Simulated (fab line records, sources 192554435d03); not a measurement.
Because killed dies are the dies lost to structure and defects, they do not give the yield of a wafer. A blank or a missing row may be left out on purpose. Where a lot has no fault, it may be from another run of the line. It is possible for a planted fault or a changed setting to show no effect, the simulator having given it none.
fab line records | flow n5_finfet
[record] lots = 5 | wafers = 14 | last_day = 18
route steps=1938 shown BEOL_M11@1582 PASSIVATION@1936
lots that met no fault: taken from a fault-free run of the same line
start_h: hours from the record's first day to the start of the lot's first wafer shown | wait_h: hours since the lot's step before | " same as the row above | L1.1+2: one row covering several wafers at once | - no value present, or no start provided | * or withheld: withheld | < > ~ a bound
route shown NAME@n: names a module that has steps shown in the file, with the first one's number in the route | usual: average and standard deviation across the fault-free wafers | same: alike in all rows | chamber/n: place in a boat | sites: each site's reading | _std_site: the standard deviation of these | _edge_site: inner sites' mean taken away from outer sites' mean | radius_mm: how far each site lies from the wafer's centre | mask NAME#n: copy n | behind: the most recent tool/chamber to have shaped the wafer | hold: why the lot was held/for how many hours/how that ended | device: names the non-switching transistor (n, p or np) | end of line: tests run on the same wafers once the route is complete | a step without rows: its recipe alone | killed: dies lost to structure and defects at the first sort, not the wafer's yield | map: a wafer's dies, marking killed ones x, the rest . and places with no die _
set.NAME: the setting that was run; set.NAME@STEP: the one run at that earlier step | model.NAME: the simulator's own value behind a step, which no gauge read
lots seen at some steps along the route; tables by step, rows by wafer
services: when a tool's chamber went out of use (start_h, in hours from the record's first day, below 0 if earlier), for how many hours, and the reason
[[steps]]
[step N5_BEOL_M11_HM_STRIP_39]
[recipe] chemistry = peroxide_tin_strip | material = TiN | target_depth_a = 250 | temp_c = 50 | time_s = 158
[step N5_BEOL_M11_SRD_40]
[recipe] time_s = 30 | temp_c = 23 | rinse_liquid = diw | dry = ipa_marangoni
[step N5_BEOL_M11_PRECLEAN_42]
[recipe] chemistry = residue_remover | time_s = 60 | temp_c = 40
[step N5_BEOL_M11_SRD_43]
[recipe] time_s = 30 | temp_c = 23 | rinse_liquid = diw | dry = ipa_marangoni
[step N5_BEOL_M11_CD_MEAS_35]
[recipe] target_cd_nm = 70 | polarity = opening
[usual] cd_nm = 69.8/0.56
lot.wafer | tool      | chamber | start_h | wait_h | cd_nm
L149.1    | cd_sem-01 | -       | 229.42  | 0.0    | 69.0
L149.3    | "         | -       | "       | "      | 69.2
L149.6    | "         | -       | "       | "      | 69.5
L152.1    | cd_sem-02 | -       | 240.40  | 0.0    | 70.1
L152.5    | "         | -       | "       | "      | 70.3
L152.6    | "         | -       | "       | "      | 70.7
L155.3    | cd_sem-01 | -       | 248.89  | 0.0    | 69.3
L155.4    | "         | -       | "       | "      | 69.5
L166.1    | cd_sem-02 | -       | 354.24  | 0.0    | 69.5
L166.2    | "         | -       | "       | "      | 70.6
L166.6    | "         | -       | "       | "      | 69.9
L168.2    | cd_sem-01 | -       | 389.55  | 0.0    | 69.6
L168.3    | "         | -       | "       | "      | 69.8
L168.6    | "         | -       | "       | "      | 70.4
[step N5_BEOL_M11_CURE_72]
[recipe] temp_c = 370 | time_s = 120 | ambient = DMADMS/He | material = SiCOH_lowk
[usual] lamp_power_pct = 52.31/0.056 | wafer_temp_C_max = 372.2/0.76
[same] time_s = 120
lot.wafer | tool       | chamber | start_h | wait_h | lamp_power_pct | wafer_temp_C_max
L149.1    | uv_cure-02 | 1       | 229.46  | 0.0    | 52.28          | 372.9
L149.3    | "          | 1       | "       | "      | 52.27          | 372.2
L149.6    | "          | 1       | "       | "      | 52.44          | 372.5
L152.1    | uv_cure-01 | 1       | 240.44  | 0.0    | 52.19          | 371.3
L152.5    | "          | 1       | "       | "      | 52.39          | 371.8
L152.6    | "          | 1       | "       | "      | 52.20          | 371.9
L155.3    | uv_cure-03 | 1       | 249.03  | 0.1    | 52.21          | 372.5
L155.4    | "          | 1       | "       | "      | 52.28          | 371.7
L166.1    | uv_cure-01 | 1       | 354.29  | 0.0    | 52.28          | 371.4
L166.2    | "          | 1       | "       | "      | 52.22          | 371.4
L166.6    | "          | 1       | "       | "      | 52.35          | 371.5
L168.2    | uv_cure-03 | 1       | 389.64  | 0.1    | 52.23          | 371.6
L168.3    | "          | 1       | "       | "      | 52.21          | 371.4
L168.6    | "          | 1       | "       | "      | 52.30          | 371.3
[step N5_BEOL_M11_DEGAS_44]
[recipe] ambient = vacuum | temp_c = 250 | time_s = 60
[usual] heater_power_w = 336/19 | susceptor_temp_C = 250.03/0.18
[same] time_s = 60
lot.wafer | tool           | chamber | start_h | wait_h | heater_power_w | susceptor_temp_C
L149.1    | pvd_sputter-03 | -       | 229.78  | 0.3    | 363            | 250.30
L149.3    | "              | -       | "       | "      | 336            | 249.97
L149.6    | "              | -       | "       | "      | 354            | 250.24
L152.1    | pvd_sputter-03 | -       | 240.80  | 0.3    | 323            | 249.94
L152.5    | "              | -       | "       | "      | 347            | 250.02
L152.6    | "              | -       | "       | "      | 353            | 250.28
L155.3    | pvd_sputter-01 | -       | 249.31  | 0.2    | 331            | 249.96
L155.4    | "              | -       | "       | "      | 322            | 250.15
L166.1    | pvd_sputter-03 | -       | 354.62  | 0.3    | 361            | 249.78
L166.2    | "              | -       | "       | "      | 330            | 250.09
L166.6    | "              | -       | "       | "      | 331            | 250.04
L168.2    | pvd_sputter-01 | -       | 390.02  | 0.3    | 328            | 249.80
L168.3    | "              | -       | "       | "      | 302            | 250.18
L168.6    | "              | -       | "       | "      | 320            | 249.87
[step N5_BEOL_M11_PRE_CLEAN_45]
[recipe] gas = H2/He | time_s = 30 | temp_c = 250
[step N5_BEOL_M11_ALD_74]
[recipe] material = TaN | target_thk_a = 20 | temp_c = 275 | ald_precursor_family = PDMAT | ald_co_reactant = NH3 | pressure_torr = 3 | carrier_flow_sccm = 1500 | pulse_time_s = 2 | purge_time_s = 3 | co_reactant_purge_time_s = 2 | co_reactant_pulse_time_s = 3 | ald_cycles = 40 | precursor_vessel_temp_c = 75 | precursor_vessel_pressure_torr = 26.25 | precursor_vessel_carrier_sccm = 1000
[usual] chamber_pressure_Torr = 2.999/0.0062 | heater_power_outer_w = 222/24 | heater_power_w = 406/42 | susceptor_temp_C = 275.00/0.2
[same] pulse_time_s = 2
lot.wafer | tool         | chamber | start_h | wait_h | chamber_pressure_Torr | heater_power_outer_w | heater_power_w | susceptor_temp_C
L149.1    | ald_metal-01 | 3       | 229.88  | 0.0    | 3.009                 | 263                  | 460            | 274.74
L149.3    | "            | 1       | "       | "      | 2.994                 | 214                  | 398            | 274.93
L149.6    | "            | 0       | "       | "      | 2.999                 | 197                  | 364            | 274.43
L152.1    | ald_metal-04 | 3       | 240.90  | 0.0    | 3.001                 | 187                  | 361            | 274.90
L152.5    | "            | 0       | "       | "      | 3.001                 | 233                  | 434            | 274.86
L152.6    | "            | 3       | "       | "      | 3.005                 | 193                  | 351            | 275.08
L155.3    | ald_metal-04 | 2       | 249.41  | 0.0    | 3.011                 | 183                  | 347            | 274.82
L155.4    | "            | 0       | "       | "      | 3.005                 | 236                  | 450            | 275.16
L166.1    | ald_metal-04 | 2       | 354.95  | 0.3    | 3.004                 | 184                  | 344            | 274.90
L166.2    | "            | 0       | "       | "      | 2.995                 | 231                  | 441            | 274.93
L166.6    | "            | 3       | "       | "      | 3.004                 | 192                  | 359            | 274.93
L168.2    | ald_metal-03 | 0       | 390.12  | 0.0    | 3.005                 | 186                  | 358            | 274.90
L168.3    | "            | 2       | "       | "      | 3.006                 | 238                  | 453            | 275.05
L168.6    | "            | 0       | "       | "      | 3.011                 | 185                  | 365            | 274.92
[step N5_BEOL_M11_SURFACE_TREAT_76]
[recipe] gas = Ar | time_s = * | ion_energy_ev = * | ion_current_ma_cm2 = 0.5 | pressure_mtorr = * | ar_flow_sccm = 30
[step N5_BEOL_M11_CVD_75]
[recipe] material = Co | target_thk_a = 20 | temp_c = withheld | precursor = CCTBA/H2 | pressure_torr = 30 | time_s = 138.9
[step N5_BEOL_M11_SPUTTER_48]
[recipe] material = Cu | target_thk_a = 120 | temp_c = -20 | bias_v = 60 | power_w = 26000 | chamber_pressure_pa = 0.13 | time_s = 2
[usual] bias_v = 59.9/0.63 | susceptor_temp_C = -20.01/0.1 | throttle_valve_pct = 29.9/1
[same] time_s = 2
lot.wafer | tool           | chamber | start_h | wait_h | bias_v | susceptor_temp_C | throttle_valve_pct
L149.1    | pvd_sputter-02 | -       | 230.38  | 0.1    | 60.8   | -20.09           | 29.1
L149.3    | "              | -       | "       | "      | 59.9   | -19.98           | 29.0
L149.6    | "              | -       | "       | "      | 59.8   | -20.02           | 29.0
L152.1    | pvd_sputter-01 | -       | 241.36  | 0.1    | 59.9   | -19.96           | 30.2
L152.5    | "              | -       | "       | "      | 59.4   | -19.93           | 30.1
L152.6    | "              | -       | "       | "      | 60.5   | -19.96           | 31.2
L155.3    | pvd_sputter-02 | -       | 249.99  | 0.1    | 60.5   | -19.98           | 28.2
L155.4    | "              | -       | "       | "      | 59.9   | -20.02           | 30.5
L166.1    | pvd_sputter-02 | -       | 356.76  | 0.1    | 60.2   | -19.97           | 29.0
L166.2    | "              | -       | "       | "      | 60.8   | -20.00           | 29.0
L166.6    | "              | -       | "       | "      | 61.0   | -19.93           | 29.4
L168.2    | pvd_sputter-02 | -       | 390.64  | 0.1    | 60.5   | -20.00           | 28.3
L168.3    | "              | -       | "       | "      | 58.4   | -20.07           | 30.6
L168.6    | "              | -       | "       | "      | 59.8   | -19.92           | 29.5
[step N5_BEOL_M11_ECD_50]
[recipe] material = Cu | target_thk_a = 3180
lot.wafer | tool      | chamber | start_h | wait_h | model.Cu_of_BEOL_M11_ECD_50.thk_nm
L149.1    | ecd_cu-01 | 0       | 230.50  | 0.1    | 314.6
L149.3    | "         | 1       | "       | "      | 319
L149.6    | "         | 0       | "       | "      | 314.4
L152.1    | ecd_cu-02 | 1       | 241.47  | 0.1    | 316.6
L152.5    | "         | 0       | "       | "      | 320.2
L152.6    | "         | 1       | "       | "      | 317.4
L155.3    | ecd_cu-02 | 1       | 250.13  | 0.1    | 197
L155.4    | "         | 0       | "       | "      | 314.2
L166.1    | ecd_cu-02 | 1       | 356.87  | 0.1    | 319
L166.2    | "         | 0       | "       | "      | 315.8
L166.6    | "         | 1       | "       | "      | 317
L168.2    | ecd_cu-02 | 1       | 390.76  | 0.1    | 316.6
L168.3    | "         | 1       | "       | "      | 317
L168.6    | "         | 1       | "       | "      | 318.6
[step N5_BEOL_M11_ANNEAL_51]
[recipe] temp_c = 225 | time_s = 90 | ambient = N2
[usual] wafer_temp_C_max = 226.09/0.25
[same] time_s = 90
lot.wafer | tool          | chamber | start_h | wait_h | wafer_temp_C_max
L149.1    | rtp_anneal-01 | 0       | 230.61  | 0.1    | 225.80
L149.3    | "             | 0       | "       | "      | 226.52
L149.6    | "             | 0       | "       | "      | 226.46
L152.1    | rtp_anneal-02 | 0       | 241.58  | 0.1    | 225.75
L152.5    | "             | 0       | "       | "      | 226.05
L152.6    | "             | 0       | "       | "      | 225.98
L155.3    | rtp_anneal-02 | 0       | 250.31  | 0.1    | 226.21
L155.4    | "             | 0       | "       | "      | 226.46
L166.1    | rtp_anneal-01 | 0       | 357.06  | 0.2    | 226.21
L166.2    | "             | 0       | "       | "      | 226.04
L166.6    | "             | 0       | "       | "      | 226.07
L168.2    | rtp_anneal-02 | 0       | 390.92  | 0.1    | 226.68
L168.3    | "             | 0       | "       | "      | 225.96
L168.6    | "             | 0       | "       | "      | 226.15
[step N5_BEOL_M11_CMP_52]
[recipe] stop_on = SiCOH_lowk | t_overpolish_s = 7 | down_force_psi = 1 | platen_rpm = 50 | clearing_platen_down_force_psi = 1.5 | clearing_platen_rpm = 50 | post_cmp_clean = cu_alkaline | target_thk_nm = 140 | clearing_platen_pad_velocity_m_s = 0.99484 | pad_velocity_m_s = 0.99484
[usual] motor_current_A = 6.1/0.68 | slurry_filter_dp_kPa = 13.50/0.13 | time_to_endpoint_s = 66/3
lot.wafer | tool   | chamber | start_h | wait_h | motor_current_A | slurry_filter_dp_kPa | time_to_endpoint_s
L149.3    | cmp-02 | 0       | 230.94  | 0.2    | 5.0             | 13.61                | 62
L149.1    | "      | 2       | "       | "      | 5.7             | 13.47                | 63
L149.6    | "      | 0       | "       | "      | 5.1             | 13.24                | 62
L152.1    | cmp-02 | 1       | 241.96  | 0.3    | 5.5             | 13.76                | 70
L152.6    | "      | 3       | "       | "      | 6.8             | 13.56                | 67
L152.5    | "      | 0       | "       | "      | 4.7             | 13.40                | 63
L155.4    | cmp-03 | 0       | 250.55  | 0.2    | 5.6             | 13.41                | 66
L155.3    | "      | 2       | "       | "      | 6.4             | 13.39                | 42
L166.2    | cmp-03 | 1       | 357.41  | 0.3    | 6.3             | 13.62                | 64
L166.1    | "      | 2       | "       | "      | 6.6             | 13.45                | 67
L166.6    | "      | 1       | "       | "      | 6.3             | 13.48                | 67
L168.3    | cmp-02 | 3       | 391.21  | 0.2    | 6.6             | 13.51                | 64
L168.2    | "      | 0       | "       | "      | 5.2             | 13.68                | 63
L168.6    | "      | 2       | "       | "      | 5.9             | 13.43                | 70
[step N5_BEOL_M11_THK_MEAS_53]
[recipe] thk_meas_gauge = xrf | reads = Cu_of_BEOL_M11_ECD_50
[usual] M11_THK = 139.3/2.9
lot.wafer | tool          | chamber | start_h | wait_h | M11_THK[nm]
L149.1    | film_metro-01 | -       | 231.20  | -      | 138.0
L149.3    | "             | -       | "       | "      | 139.4
L149.6    | "             | -       | "       | "      | 140.9
L152.1    | film_metro-02 | -       | 242.18  | -      | 135.5
L152.5    | "             | -       | "       | "      | 137.1
L152.6    | "             | -       | "       | "      | 139.5
L155.3    | film_metro-01 | -       | 250.81  | -      | 140.9
L155.4    | "             | -       | "       | "      | 138.2
L166.1    | film_metro-02 | -       | 357.67  | -      | 142.0
L166.2    | "             | -       | "       | "      | 143.3
L166.6    | "             | -       | "       | "      | 136.4
L168.2    | film_metro-02 | -       | 391.46  | -      | 143.0
L168.3    | "             | -       | "       | "      | 137.0
L168.6    | "             | -       | "       | "      | 144.7
[step N5_PASSIVATION_PROBE_49]
[usual] defect_limited_yield = 91.0/1.5 | killed_at_M0_to_M3 = 32/9.6 | killed_at_M4_up = 13/4.7 | killed_at_contacts = 13/7.2 | killed_at_front_end = 44/13 | killed_at_other = 4/3.4 | killed_dies = 106/18 | killed_open = 70/13 | killed_short = 35/8 | sort_bin_5_function = 5.3/0.97 | sort_bin_6_memory = 3.4/0.73 | sort_bin_8_speed = 0.00/0.036 | sort_n_pass = 1074/18 | sort_yield_pct = 91.0/1.5
[same] gross_dies = 1180 | killed_at_back_side = 0 | sort_bin_4_leakage[%] = 0
lot.wafer | tool      | chamber | start_h | wait_h | defect_limited_yield[%] | killed_at_M0_to_M3 | killed_at_M4_up | killed_at_contacts | killed_at_front_end | killed_at_other | killed_dies | killed_open | killed_short | sort_bin_5_function[%] | sort_bin_6_memory[%] | sort_bin_8_speed[%] | sort_n_pass | sort_yield_pct[%]
L149.1    | prober-02 | -       | 260.77  | 0.0    | 90.1                    | 30                 | 20              | 11                 | 49                  | 7               | 117         | 69          | 45           | 6.0                    | 3.5                  | 0                   | 1063        | 90.1
L149.3    | prober-02 | -       | 260.87  | 0.1    | 89.7                    | 32                 | 15              | 5                  | 58                  | 11              | 121         | 64          | 53           | 6.4                    | 3.2                  | 0                   | 1059        | 89.7
L149.6    | prober-02 | -       | 261.02  | 0.3    | 90.8                    | 35                 | 21              | 10                 | 38                  | 5               | 109         | 72          | 37           | 5.6                    | 3.4                  | 0                   | 1071        | 90.8
L152.1    | prober-02 | -       | 279.56  | 0.0    | 90.3                    | 29                 | 11              | 29                 | 44                  | 2               | 115         | 73          | 42           | 5.8                    | 3.5                  | 0                   | 1065        | 90.3
L152.5    | prober-02 | -       | 279.76  | 0.2    | 91.9                    | 27                 | 7               | 21                 | 27                  | 13              | 95          | 64          | 31           | 4.8                    | 2.9                  | 0                   | 1085        | 91.9
L152.6    | prober-02 | -       | 279.81  | 0.3    | 90.2                    | 29                 | 9               | 21                 | 50                  | 7               | 116         | 69          | 47           | 5.8                    | 3.6                  | 0                   | 1064        | 90.2
L155.3    | prober-01 | -       | 295.26  | 0.1    | 90.1                    | 36                 | 15              | 8                  | 55                  | 3               | 117         | 92          | 24           | 6.3                    | 3.4                  | 0                   | 1063        | 90.1
L155.4    | prober-01 | -       | 295.31  | 0.2    | 93.9                    | 24                 | 10              | 7                  | 27                  | 4               | 72          | 44          | 27           | 3.4                    | 2.5                  | 0.42                | 1103        | 93.5
L166.1    | prober-01 | -       | 396.06  | 0.0    | 89.5                    | 28                 | 17              | 10                 | 62                  | 7               | 124         | 90          | 33           | 7.0                    | 3.4                  | 0                   | 1056        | 89.5
L166.2    | prober-01 | -       | 396.11  | 0.1    | 91.3                    | 32                 | 20              | 14                 | 29                  | 8               | 103         | 68          | 34           | 4.8                    | 3.3                  | 0                   | 1077        | 91.3
L166.6    | prober-01 | -       | 396.31  | 0.3    | 89.2                    | 32                 | 19              | 18                 | 46                  | 12              | 127         | 87          | 40           | 5.8                    | 4.7                  | 0                   | 1053        | 89.2
L168.2    | prober-01 | -       | 432.59  | 0.1    | 92.4                    | 25                 | 8               | 8                  | 44                  | 5               | 90          | 65          | 25           | 4.7                    | 2.5                  | 0                   | 1090        | 92.4
L168.3    | prober-01 | -       | 432.64  | 0.1    | 90.4                    | 34                 | 17              | 9                  | 50                  | 3               | 113         | 73          | 36           | 5.6                    | 3.6                  | 0                   | 1067        | 90.4
L168.6    | prober-01 | -       | 432.79  | 0.3    | 93.1                    | 17                 | 18              | 13                 | 30                  | 4               | 82          | 55          | 27           | 4.3                    | 2.4                  | 0                   | 1098        | 93.1
// killed by level:class
L149.1 BEOL_M4:geometric_particle:open=13 FIN_SAQP:geometric_particle:open=11 MOL_CONTACT_COAG:geometric_particle:open=11 BEOL_M0_SAQP:geometric_particle:short=9 BEOL_M3:geometric_particle:short=8 GATE_CUT:geometric_particle:short=7 FIN_SAQP:geometric_particle:short=6 ILD0:geometric_particle:open=5
L149.3 FIN_SAQP:geometric_particle:short=18 BEOL_M0_SAQP:geometric_particle:open=11 FIN_SAQP:geometric_particle:open=9 BEOL_M3:geometric_particle:short=6 GATE_CUT:geometric_particle:short=5 BEOL_M0_SAQP:geometric_particle:short=5 BEOL_M3:geometric_particle:open=5 MIM_TOP:geometric_particle:short=5
L149.6 BEOL_M4:geometric_particle:open=11 GATE_CUT:geometric_particle:short=8 MOL_CONTACT_COAG:geometric_particle:open=8 BEOL_M0_SAQP:geometric_particle:open=7 FIN_SAQP:geometric_particle:short=7 BEOL_M2:geometric_particle:open=7 FIN_SAQP:geometric_particle:open=6 BEOL_M3:geometric_particle:short=6
L152.1 MOL_CONTACT_COAG:geometric_particle:open=19 FIN_SAQP:geometric_particle:open=13 MOL_CONTACT_COAG:geometric_particle:short=10 FIN_SAQP:geometric_particle:short=9 BEOL_M4:geometric_particle:open=7 STI_FIN_REVEAL:geometric_particle:open=6 BEOL_M0_SAQP:geometric_particle:short=6 BEOL_M1:geometric_particle:open=6
L152.5 MOL_CONTACT_COAG:geometric_particle:open=16 DUMMY_GATE:geometric_particle:open=8 BEOL_M2:geometric_particle:open=8 MOL_CONTACT_COAG:geometric_particle:short=5 BEOL_M1:geometric_particle:open=5 FIN_SAQP:geometric_particle:open=4 STI_FIN_REVEAL:geometric_particle:open=4 BEOL_M0_SAQP:geometric_particle:open=4
L152.6 MOL_CONTACT_COAG:geometric_particle:open=17 FIN_SAQP:geometric_particle:short=15 FIN_SAQP:geometric_particle:open=10 BEOL_M0_SAQP:geometric_particle:short=9 BEOL_M0_SAQP:geometric_particle:open=6 BEOL_M3:geometric_particle:open=6 STI_FIN_REVEAL:geometric_particle:open=5 DUMMY_GATE:geometric_particle:short=4
L155.3 FIN_SAQP:geometric_particle:open=23 STI_FIN_REVEAL:geometric_particle:open=16 BEOL_M2:geometric_particle:open=15 FIN_SAQP:geometric_particle:short=7 MOL_CONTACT_COAG:geometric_particle:open=7 BEOL_M4:geometric_particle:open=7 BEOL_M3:geometric_particle:open=5 STARTING-WAFER:geometric_particle:short=3
L155.4 BEOL_M2:geometric_particle:open=7 FIN_SAQP:geometric_particle:open=6 MOL_CONTACT_COAG:geometric_particle:open=5 FIN_SAQP:geometric_particle:short=4 GATE_CUT:geometric_particle:short=4 GATE_CUT:geometric_particle:open=4 BEOL_M0_SAQP:geometric_particle:short=4 BEOL_M4:geometric_particle:open=4
L166.1 FIN_SAQP:geometric_particle:open=22 STI_FIN_REVEAL:geometric_particle:open=12 FIN_SAQP:geometric_particle:short=10 MOL_CONTACT_COAG:geometric_particle:open=9 BEOL_M4:geometric_particle:open=7 BEOL_M1:geometric_particle:open=6 BEOL_M0:geometric_particle:open=6 BEOL_M3:geometric_particle:open=5
L166.2 BEOL_M4:geometric_particle:open=11 FIN_SAQP:geometric_particle:short=10 MOL_CONTACT_COAG:geometric_particle:open=10 BEOL_M0_SAQP:geometric_particle:open=8 FIN_SAQP:geometric_particle:open=6 BEOL_M2:geometric_particle:open=6 BEOL_M3:geometric_particle:open=6 BEOL_M1:geometric_particle:open=5
L166.6 MOL_CONTACT_COAG:geometric_particle:open=15 FIN_SAQP:geometric_particle:open=12 BEOL_M2:geometric_particle:open=9 BEOL_M4:geometric_particle:open=8 STI_FIN_REVEAL:geometric_particle:open=7 FIN_SAQP:geometric_particle:short=6 BEOL_M1:geometric_particle:open=6 STARTING-WAFER:geometric_particle:open=6
L168.2 FIN_SAQP:geometric_particle:short=11 STI_FIN_REVEAL:geometric_particle:open=11 FIN_SAQP:geometric_particle:open=9 BEOL_M0_SAQP:geometric_particle:open=9 MOL_CONTACT_COAG:geometric_particle:open=7 DUMMY_GATE:geometric_particle:open=6 BEOL_M2:geometric_particle:open=5 BEOL_M1:geometric_particle:open=4
L168.3 STI_FIN_REVEAL:geometric_particle:open=12 MOL_CONTACT_COAG:geometric_particle:open=9 BEOL_M0_SAQP:geometric_particle:short=9 FIN_SAQP:geometric_particle:open=8 FIN_SAQP:geometric_particle:short=8 BEOL_M1:geometric_particle:open=8 BEOL_M0_SAQP:geometric_particle:open=7 BEOL_M4:geometric_particle:open=6
L168.6 BEOL_M4:geometric_particle:open=10 MOL_CONTACT_COAG:geometric_particle:open=9 FIN_SAQP:geometric_particle:short=6 BEOL_M1:geometric_particle:open=6 MOL_CONTACT_COAG:geometric_particle:short=4 STI_FIN_REVEAL:geometric_particle:open=3 DUMMY_GATE:geometric_particle:open=3 ILD0:geometric_particle:short=3
[[services]]
tool           | chamber | start_h | hours | kind
ecd_cu-02      | -       | 229.66  | 4.0   | pm
ald_metal-01   | -       | 231.08  | 2.8   | pm
cmp-02         | -       | 234.08  | 4.0   | pm
uv_cure-03     | -       | 252.65  | 0.8   | repair
cmp-03         | -       | 254.31  | 4.0   | pm
uv_cure-01     | -       | 272.32  | 13.0  | repair
pvd_sputter-01 | -       | 273.00  | 6.9   | repair
cmp-02         | -       | 278.02  | 5.3   | pm
cmp-03         | -       | 282.78  | 8.0   | pm
ald_metal-03   | 3       | 287.03  | 5.3   | repair
uv_cure-02     | -       | 287.62  | 10.7  | repair
uv_cure-01     | -       | 287.82  | 0.8   | repair
cmp-03         | -       | 297.70  | 4.0   | repair
pvd_sputter-01 | -       | 303.61  | 2.6   | repair
cmp-02         | -       | 304.89  | 2.2   | repair
ald_metal-01   | 1       | 328.35  | 30.4  | repair
cmp-02         | -       | 329.54  | 0.5   | repair
ald_metal-01   | -       | 337.25  | 14.0  | pm
pvd_sputter-01 | -       | 340.71  | 0.5   | repair
rtp_anneal-01  | -       | 357.67  | 0.8   | pm
cmp-03         | -       | 361.60  | 1.2   | repair
pvd_sputter-01 | -       | 361.77  | 2.6   | repair
ald_metal-01   | 2       | 381.89  | 4.6   | repair
pvd_sputter-03 | -       | 381.99  | 4.0   | repair
[[key]]
[first_sign] step = N5_BEOL_M11_CMP_52 | reading = time_to_endpoint_s | direction = down | sigmas = 7.9 | usual = * | struck = *
effect none on later readings
[model_effect] step = N5_BEOL_M11_ECD_50 | value = Cu_of_BEOL_M11_ECD_50.thk_nm | without = 320.8 | struck = 197
met_at N5_BEOL_M11_ECD_50
struck_wafers L155.3
onset_between 241.47 250.13
[fault] kind = process_parameter_drift | tool = ecd_cu-02 | chamber = - | onset_h = 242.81 | steps = N5_BEOL_M11_ECD_50 | channel = target_thk_a | offset = * | shape = step | end_h = 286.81 | scope = struck_wafers_only | acts_in = * | stated = *
